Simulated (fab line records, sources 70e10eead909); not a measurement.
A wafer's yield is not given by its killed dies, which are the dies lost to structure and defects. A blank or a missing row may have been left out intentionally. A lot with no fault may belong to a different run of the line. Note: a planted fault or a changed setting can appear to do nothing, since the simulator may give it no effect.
The tool behind it: which one?	flow nand harc	Sampling: 24 lots, 72 wafers, 6 of 1302 route steps

WHAT EACH GAUGE READ, for each wafer
No reading from a measuring or inspecting step in the record can be judged against a usual standard deviation.

TOOL THAT RAN EACH LOT (tool first, then ch and the chambers of the sampled wafers, then the start)
lot	NHARC_A_WL_FILL_STRIP_27	NHARC_A_WL_FILL_STRIP_29	NHARC_A_WL_FILL_CMP_12	NHARC_A_CONTACT_ETCH_111	NHARC_A_CONTACT_ETCH_121	NHARC_A_CONTACT_ETCH_122
L074	plasma asher-01 ch 0,1, day 20 09:05	rie diel-11 ch 0,1,3, day 20 20:56	cmp-04 ch 0,2,3, day 21 02:52	har cap etch-03 ch 0,1, day 21 16:40	har cap etch-03 ch 0,1, day 21 18:24	har cap etch-03 ch 0,1, day 21 18:34
L075	plasma asher-02 ch 0, day 20 14:02	rie diel-06 ch 0,1, day 20 23:41	cmp-04 ch 1,2, day 21 05:43	har cap etch-02 ch 1, day 21 21:22	har cap etch-02 ch 1, day 21 23:06	har cap etch-02 ch 1, day 21 23:16
L077	plasma asher-02 ch 0,1, day 21 14:05	rie diel-06 ch 0,1,3, day 22 00:11	cmp-01 ch 0,1,3, day 22 06:09	har cap etch-02 ch 0,1, day 22 15:55	har cap etch-02 ch 0,1, day 22 17:39	har cap etch-02 ch 0,1, day 22 17:50
L076	plasma asher-01 ch 0,1, day 21 14:16	rie diel-11 ch 0,1,2, day 22 01:14	cmp-04 ch 1,2, day 22 06:11	har cap etch-01 ch 0,1, day 22 16:18	har cap etch-01 ch 0,1, day 22 18:01	har cap etch-01 ch 0,1, day 22 18:11
L078	plasma asher-01 ch 0,1, day 22 05:52	rie diel-11 ch 0,3, day 22 17:01	cmp-04 ch 1,2, day 22 22:59	har cap etch-02 ch 0,1, day 23 08:01	har cap etch-02 ch 0,1, day 23 09:45	har cap etch-02 ch 0,1, day 23 09:55
L080	plasma asher-02 ch 1, day 22 22:37	rie diel-11 ch 0,2,3, day 23 08:49	cmp-04 ch 1,3, day 23 14:43	har cap etch-03 ch 0,1, day 23 23:59	har cap etch-03 ch 0,1, day 24 01:44	har cap etch-03 ch 0,1, day 24 01:54
L081	plasma asher-02 ch 0,1, day 22 23:30	rie diel-07 ch 0,1,2, day 23 09:56	cmp-01 ch 0,1,3, day 23 14:46	har cap etch-01 ch 0,1, day 24 00:49	har cap etch-01 ch 0,1, day 24 02:33	har cap etch-01 ch 0,1, day 24 02:43
L079	plasma asher-01 ch 0,1, day 23 03:52	rie diel-07 ch 1,2,3, day 23 13:59	cmp-04 ch 0,2,3, day 23 20:24	har cap etch-03 ch 0,1, day 24 08:20	har cap etch-03 ch 0,1, day 24 10:04	har cap etch-03 ch 0,1, day 24 10:14
L082	plasma asher-02 ch 0,1, day 23 13:59	rie diel-06 ch 1,2,3, day 24 00:09	cmp-01 ch 0,1,3, day 24 06:02	har cap etch-02 ch 0,1, day 24 20:44	har cap etch-02 ch 0,1, day 24 22:28	har cap etch-02 ch 0,1, day 24 22:38
L083	plasma asher-01 ch 0,1, day 24 15:02	rie diel-11 ch 0,1, day 25 00:38	cmp-01 ch 0,1,2, day 25 06:32	har cap etch-03 ch 0,1, day 25 15:22	har cap etch-03 ch 0,1, day 25 17:05	har cap etch-03 ch 0,1, day 25 17:16
L084	plasma asher-01 ch 1, day 24 23:41	rie diel-11 ch 0,1,3, day 25 10:08	cmp-04 ch 0,2, day 25 16:08	har cap etch-01 ch 0,1, day 26 02:16	har cap etch-01 ch 0,1, day 26 04:01	har cap etch-01 ch 0,1, day 26 04:10
L086	plasma asher-01 ch 0,1, day 25 03:59	rie diel-07 ch 0,1,2, day 25 14:02	cmp-02 ch 0,2,3, day 25 19:58	har cap etch-03 ch 0,1, day 26 05:19	har cap etch-03 ch 0,1, day 26 07:03	har cap etch-03 ch 0,1, day 26 07:13
L085	plasma asher-01 ch 0,1, day 25 04:13	rie diel-06 ch 1,2,3, day 25 14:06	cmp-04 ch 0,1,3, day 25 19:58	har cap etch-02 ch 0,1, day 26 06:29	har cap etch-02 ch 0,1, day 26 08:14	har cap etch-02 ch 0,1, day 26 08:24
L087	plasma asher-01 ch 0,1, day 26 09:56	rie diel-11 ch 1,2,3, day 26 20:12	cmp-01 ch 0,3, day 27 02:02	har cap etch-02 ch 0,1, day 27 10:20	har cap etch-02 ch 0,1, day 27 12:40	har cap etch-02 ch 0,1, day 27 12:58
L088	plasma asher-02 ch 0,1, day 26 12:52	rie diel-06 ch 0,1,2, day 26 20:02	cmp-04 ch 1,2,3, day 27 02:02	har cap etch-03 ch 0,1, day 27 10:11	har cap etch-03 ch 0,1, day 27 11:55	har cap etch-03 ch 0,1, day 27 12:05
L090	plasma asher-02 ch 0,1, day 26 20:18	rie diel-06 ch 1,2,3, day 27 07:10	cmp-01 ch 0,1,3, day 27 13:20	har cap etch-02 ch 0,1, day 27 22:17	har cap etch-02 ch 0,1, day 28 00:36	har cap etch-02 ch 0,1, day 28 00:50
L089	plasma asher-02 ch 0,1, day 26 22:10	rie diel-07 ch 0,3, day 27 07:11	cmp-02 ch 0,1, day 27 13:11	har cap etch-03 ch 0,1, day 27 21:15	har cap etch-03 ch 0,1, day 27 22:59	har cap etch-03 ch 0,1, day 27 23:09
L091	plasma asher-02 ch 0,1, day 27 07:07	rie diel-06 ch 1,2,3, day 27 17:04	cmp-01 ch 0,1,3, day 27 23:03	har cap etch-02 ch 0,1, day 28 08:08	har cap etch-02 ch 0,1, day 28 09:53	har cap etch-02 ch 0,1, day 28 10:03
L092	plasma asher-02 ch 0,1, day 28 15:27	rie diel-07 ch 1,2,3, day 29 03:27	cmp-04 ch 0,1, day 29 09:27	har cap etch-03 ch 0,1, day 29 17:41	har cap etch-03 ch 0,1, day 29 19:25	har cap etch-03 ch 0,1, day 29 19:35
L093	plasma asher-02 ch 0,1, day 28 15:35	rie diel-11 ch 0,1,3, day 29 05:54	cmp-04 ch 1,2, day 29 11:57	har cap etch-01 ch 0,1, day 29 21:17	har cap etch-01 ch 0,1, day 29 23:02	har cap etch-01 ch 0,1, day 29 23:12
L094	plasma asher-01 ch 0,1, day 29 02:52	rie diel-11 ch 1,2, day 29 16:47	cmp-01 ch 0,3, day 29 22:57	har cap etch-01 ch 0,1, day 30 07:09	har cap etch-01 ch 0,1, day 30 08:52	har cap etch-01 ch 0,1, day 30 09:03
L095	plasma asher-01 ch 0,1, day 29 03:02	rie diel-07 ch 0,1,2, day 29 16:50	cmp-01 ch 1,2,3, day 29 22:46	har cap etch-03 ch 0,1, day 30 06:52	har cap etch-03 ch 0,1, day 30 08:37	har cap etch-03 ch 0,1, day 30 08:47
L097	plasma asher-02 ch 0,1, day 30 00:59	rie diel-07 ch 0,2,3, day 30 10:35	cmp-01 ch 0,2,3, day 30 16:35	har cap etch-02 ch 0,1, day 31 02:42	har cap etch-02 ch 0,1, day 31 04:27	har cap etch-02 ch 0,1, day 31 04:37
L096	plasma asher-02 ch 0,1, day 30 01:07	rie diel-06 ch 1,3, day 30 10:37	cmp-02 ch 0,3, day 30 16:35	har cap etch-01 ch 0,1, day 31 01:50	har cap etch-01 ch 0,1, day 31 03:35	har cap etch-01 ch 0,1, day 31 03:45
- NHARC_A_WL_FILL_STRIP_27: strips in N2/H2, time 20 s.
- NHARC_A_WL_FILL_STRIP_29: strips in O2, time 20 s.
- NHARC_A_WL_FILL_CMP_12: polishes, t overpolish 30 s, target thk 100 nm.
- NHARC_A_CONTACT_ETCH_111: etches the open film in C4F8/O2/Ar, time 140 s, target depth 700 nm.
- NHARC_A_CONTACT_ETCH_121: etches the open film in C4F8/O2/Ar, time 190 s, target depth 1850 nm.
- NHARC_A_CONTACT_ETCH_122: etches the open film in C4F8/O2/Ar, time 190 s, target depth 1850 nm.

AS READ BY THE TOOLS THEMSELVES (means over the sampled wafers that have a number; for cases with no such wafer, the mark the record gives instead)
NHARC_A_WL_FILL_STRIP_27. Usual: drypump motor current A 5.70 A, standard deviation 0.18; heater power w 362 W, standard deviation 23.
lot	tool	drypump motor current A (A)	heater power w (W)	flag
L074	plasma asher-01	5.69	351	
L075	plasma asher-02	5.53	348	
L077	plasma asher-02	5.83	370	
L076	plasma asher-01	5.68	348	
L078	plasma asher-01	5.70	348	
L080	plasma asher-02	5.94	383	
L081	plasma asher-02	5.68	359	
L079	plasma asher-01	5.64	352	
L082	plasma asher-02	5.83	366	
L083	plasma asher-01	5.69	346	
L084	plasma asher-01	5.56	345	
L086	plasma asher-01	5.63	352	
L085	plasma asher-01	5.70	343	
L087	plasma asher-01	5.62	347	
L088	plasma asher-02	5.68	380	
L090	plasma asher-02	5.81	390	
L089	plasma asher-02	5.67	374	
L091	plasma asher-02	5.66	377	
L092	plasma asher-02	5.81	394	
L093	plasma asher-02	5.68	380	
L094	plasma asher-01	5.63	348	
L095	plasma asher-01	5.69	343	
L097	plasma asher-02	5.65	380	
L096	plasma asher-02	5.82	387	

NHARC_A_WL_FILL_STRIP_29. Usual: chamber pressure mTorr 60.00 mTorr (standard deviation 0.053); drypump motor current A 5.3 A (standard deviation 0.41); mfc ar sccm 0.009 sccm (standard deviation 0.0089); oes product au 0.998 a.u. (standard deviation 0.0087); rf vpp V 57.7 V (standard deviation 0.87); showerhead plenum p Torr 3.48 Torr (standard deviation 0.14); throttle valve pct 17.035 % (standard deviation 0.0086).
lot	tool	chamber pressure mTorr (mTorr)	drypump motor current A (A)	mfc ar sccm (sccm)	oes product au (a.u.)	rf vpp V (V)	showerhead plenum p Torr (Torr)	throttle valve pct (%)	flag
L074	rie diel-11	59.98	5.5	0.007	0.992	57.3	3.42	17.037	
L075	rie diel-06	60.01	5.0	0.022	1.004	58.1	3.55	17.036	
L077	rie diel-06	60.04	5.0	0.014	0.999	58.0	3.49	17.037	
L076	rie diel-11	59.93	5.4	0.007	0.987	58.3	3.38	17.039	
L078	rie diel-11	59.95	5.7	0.002	0.996	56.9	3.45	17.040	
L080	rie diel-11	59.94	5.6	0.002	0.999	57.4	3.41	17.034	
L081	rie diel-07	59.98	5.3	0.004	1.001	57.9	3.45	17.039	
L079	rie diel-07	60.02	5.4	0.004	0.995	57.1	3.53	17.028	
L082	rie diel-06	60.00	5.0	0.014	0.994	57.6	3.60	17.030	
L083	rie diel-11	60.01	5.3	0.012	0.987	58.0	3.39	17.038	
L084	rie diel-11	59.96	5.5	0.007	1.008	57.7	3.42	17.034	
L086	rie diel-07	60.00	5.3	0.004	1.004	57.8	3.45	17.030	
L085	rie diel-06	60.01	5.0	0.014	0.998	57.3	3.59	17.037	
L087	rie diel-11	60.03	5.6	0.005	1.007	57.1	3.35	17.039	
L088	rie diel-06	59.98	5.2	0.020	0.997	57.6	3.58	17.033	
L090	rie diel-06	60.02	5.0	0.014	1.003	57.3	3.59	17.027	
L089	rie diel-07	60.02	4.9	0.000	0.996	57.8	3.50	17.034	
L091	rie diel-06	60.00	5.0	0.014	0.999	57.0	3.59	17.030	
L092	rie diel-07	60.00	5.4	0.004	1.001	57.7	3.52	17.034	
L093	rie diel-11	60.00	5.5	0.007	1.001	58.0	3.42	17.030	
L094	rie diel-11	60.02	5.5	0.005	0.998	57.7	3.31	17.032	
L095	rie diel-07	60.03	5.3	0.004	0.993	57.9	3.44	17.038	
L097	rie diel-07	60.04	5.3	0.004	1.000	57.8	3.56	17.039	
L096	rie diel-06	60.01	4.8	0.015	0.991	58.0	3.55	17.043	

NHARC_A_WL_FILL_CMP_12. Usual: motor current A 12.4 A, standard deviation 1; overpolish run s 30.000 s, standard deviation 0.0091; slurry flow ml min 150.1, standard deviation 0.5; time to endpoint s 18 s, standard deviation 3.1.
lot	tool	motor current A (A)	overpolish run s (s)	slurry flow ml min	time to endpoint s (s)	flag
L074	cmp-04	12.2	30.014	149.9	19	
L075	cmp-04	12.7	30.003	150.0	16	
L077	cmp-01	12.5	29.999	150.4	21	
L076	cmp-04	11.9	30.005	150.0	16	
L078	cmp-04	12.4	30.006	149.0	12	
L080	cmp-04	13.3	29.994	150.1	13	
L081	cmp-01	12.7	30.000	150.4	20	
L079	cmp-04	12.2	29.990	149.2	17	
L082	cmp-01	12.3	29.999	150.0	17	
L083	cmp-01	13.6	29.991	150.3	16	
L084	cmp-04	11.9	29.998	150.0	15	
L086	cmp-02	11.3	29.995	150.6	20	
L085	cmp-04	12.5	29.998	150.4	17	
L087	cmp-01	12.1	30.005	149.6	17	
L088	cmp-04	12.8	29.991	150.4	18	
L090	cmp-01	11.9	29.996	150.0	17	
L089	cmp-02	11.0	30.003	150.3	22	
L091	cmp-01	12.6	29.999	150.2	21	
L092	cmp-04	12.5	30.001	150.3	16	
L093	cmp-04	12.3	29.997	149.9	16	
L094	cmp-01	11.4	29.998	150.7	22	
L095	cmp-01	12.6	29.999	150.1	20	
L097	cmp-01	12.8	29.996	149.9	21	
L096	cmp-02	10.7	29.999	150.0	23	

NHARC_A_CONTACT_ETCH_111. Usual: chamber pressure mTorr at 20.002 mTorr, with a standard deviation of 0.019.
lot	tool	chamber pressure mTorr (mTorr)	flag
L074	har cap etch-03	19.987	
L075	har cap etch-02	20.004	
L077	har cap etch-02	19.999	
L076	har cap etch-01	19.996	
L078	har cap etch-02	19.995	
L080	har cap etch-03	19.996	
L081	har cap etch-01	20.004	
L079	har cap etch-03	19.994	
L082	har cap etch-02	20.006	
L083	har cap etch-03	19.997	
L084	har cap etch-01	20.009	
L086	har cap etch-03	20.011	
L085	har cap etch-02	20.007	
L087	har cap etch-02	19.988	
L088	har cap etch-03	19.997	
L090	har cap etch-02	20.010	
L089	har cap etch-03	19.982	
L091	har cap etch-02	19.976	
L092	har cap etch-03	20.016	
L093	har cap etch-01	20.013	
L094	har cap etch-01	20.001	
L095	har cap etch-03	19.993	
L097	har cap etch-02	20.011	
L096	har cap etch-01	20.011	

NHARC_A_CONTACT_ETCH_121. Usual: chamber pressure mTorr at 19.999 mTorr, with a standard deviation of 0.018.
lot	tool	chamber pressure mTorr (mTorr)	flag
L074	har cap etch-03	20.007	
L075	har cap etch-02	19.980	
L077	har cap etch-02	20.004	
L076	har cap etch-01	19.994	
L078	har cap etch-02	19.993	
L080	har cap etch-03	20.006	
L081	har cap etch-01	19.994	
L079	har cap etch-03	19.993	
L082	har cap etch-02	20.025	
L083	har cap etch-03	19.991	
L084	har cap etch-01	20.000	
L086	har cap etch-03	20.002	
L085	har cap etch-02	20.017	
L087	har cap etch-02	20.003	
L088	har cap etch-03	19.995	
L090	har cap etch-02	19.979	
L089	har cap etch-03	19.990	
L091	har cap etch-02	20.003	
L092	har cap etch-03	19.990	
L093	har cap etch-01	20.000	
L094	har cap etch-01	20.003	
L095	har cap etch-03	19.998	
L097	har cap etch-02	20.003	
L096	har cap etch-01	19.999	

NHARC_A_CONTACT_ETCH_122. Usual: chamber pressure mTorr at 19.999 mTorr, with a standard deviation of 0.018.
lot	tool	chamber pressure mTorr (mTorr)	flag
L074	har cap etch-03	19.992	
L075	har cap etch-02	19.997	
L077	har cap etch-02	19.994	
L076	har cap etch-01	19.990	
L078	har cap etch-02	20.004	
L080	har cap etch-03	19.993	
L081	har cap etch-01	19.991	
L079	har cap etch-03	19.995	
L082	har cap etch-02	19.994	
L083	har cap etch-03	19.989	
L084	har cap etch-01	20.010	
L086	har cap etch-03	19.993	
L085	har cap etch-02	20.006	
L087	har cap etch-02	20.001	
L088	har cap etch-03	20.006	
L090	har cap etch-02	20.009	
L089	har cap etch-03	20.016	
L091	har cap etch-02	20.000	
L092	har cap etch-03	19.989	
L093	har cap etch-01	19.990	
L094	har cap etch-01	19.999	
L095	har cap etch-03	20.005	
L097	har cap etch-02	19.992	
L096	har cap etch-01	20.010	

THE ANSWER, worked out from the rows above alone
Rule: a lot is off if the mean of its wafers that have a number lies more than 3 standard deviations from the usual mean. A lot without any number at a reading at which 4 lots or more have one is off too. Any other lot the step has rows for is counted as sound. First the gauges in route order, then the tools' own readings, where a lot's mean is used as printed above. At the first step where some lot is off, the reading lying furthest off is the one used; lots without a number count as furthest.
None of the lots is off at any reading shown; this tells nothing.

WHAT HAD BEEN PUT IN BY THE SIMULATOR
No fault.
